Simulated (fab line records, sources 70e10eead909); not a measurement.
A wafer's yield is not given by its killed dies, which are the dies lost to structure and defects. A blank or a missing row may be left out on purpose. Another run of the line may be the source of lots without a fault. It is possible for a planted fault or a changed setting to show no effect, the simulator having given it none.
Chamber matching | flow nand-harc | rie-diel-03 running NHARC_HYBRID_BOND_ACTIVATE_00: 4 sister chambers
The step chemistry N2, time 60 s. 16 wafers are shown with their chamber, then 8 later ones without.

== EACH WAFER AND ITS CHAMBER ==
wafer  | chamber | drypump-motor-current-A (A) | showerhead-plenum-p-Torr (Torr) | oes-product-au (a.u.)
L401.1 | 2       | 5.9                         | 1.83                            | 1.006
L401.2 | 3       | 6.0                         | 1.79                            | 1.001
L401.5 | 3       | 6.0                         | 1.79                            | 1.008
L402.1 | 1       | 5.5                         | 1.75                            | 1.005
L402.2 | 0       | 5.6                         | 1.77                            | 0.999
L402.5 | 0       | 5.6                         | 1.77                            | 1.003
L404.4 | 3       | 6.0                         | 1.79                            | 0.988
L404.5 | 1       | 5.6                         | 1.75                            | 0.997
L404.6 | 2       | 5.9                         | 1.82                            | 0.988
L412.2 | 3       | 6.0                         | 1.79                            | 0.997
L412.3 | 1       | 5.5                         | 1.75                            | 1.012
L412.6 | 1       | 5.5                         | 1.75                            | 1.000
L416.1 | 1       | 5.5                         | 1.75                            | 1.022
L416.2 | 0       | 5.6                         | 1.76                            | 1.022
L416.4 | 2       | 5.9                         | 1.82                            | 0.993
L419.1 | 1       | 5.5                         | 1.75                            | 1.003

SIGNATURES (averages over the wafers above)
reading                  | chamber 0 | chamber 1 | chamber 2 | chamber 3 | scatter within a chamber
drypump-motor-current-A  | 5.600     | 5.517     | 5.900     | 6.000     | 0.0264
showerhead-plenum-p-Torr | 1.7667    | 1.7500    | 1.8233    | 1.7900    | 0.00333
oes-product-au           | 1.00800   | 1.00650   | 0.99567   | 0.99850   | 0.00958
Rule: a wafer lies at a distance from a chamber equal to the root of the sum of squares, over the readings, of (its reading less the chamber's mean, divided by the reading's scatter). If the next closest chamber is less than 2 further off than the closest, the wafer can't be placed; otherwise it belongs to the closest. The scatter: take each reading less its chamber's mean, square it, sum over the shown wafers, divide by the number of wafers less the number of chambers, and take the root.

== WAFERS WITH NO CHAMBER GIVEN ==
wafer  | drypump-motor-current-A (A) | showerhead-plenum-p-Torr (Torr) | oes-product-au (a.u.)
L419.2 | 5.9                         | 1.82                            | 1.000
L419.6 | 5.9                         | 1.82                            | 1.003
L418.2 | 6.0                         | 1.78                            | 0.998
L418.5 | 6.0                         | 1.78                            | 1.003
L418.6 | 5.9                         | 1.82                            | 0.995
L421.1 | 5.6                         | 1.76                            | 1.015
L421.3 | 5.9                         | 1.82                            | 0.995
L421.4 | 6.0                         | 1.78                            | 1.010

== EACH ONE'S CHAMBER ==
wafer  | from the rows above | in truth
L419.2 | 2                   | 2
L419.6 | 2                   | 2
L418.2 | 3                   | 3
L418.5 | 3                   | 3
L418.6 | 2                   | 2
L421.1 | 0                   | 0
L421.3 | 2                   | 2
L421.4 | 3                   | 3
8 of 8 placed correctly. Left unplaced by these rows: 0. Number placed wrongly: 0.
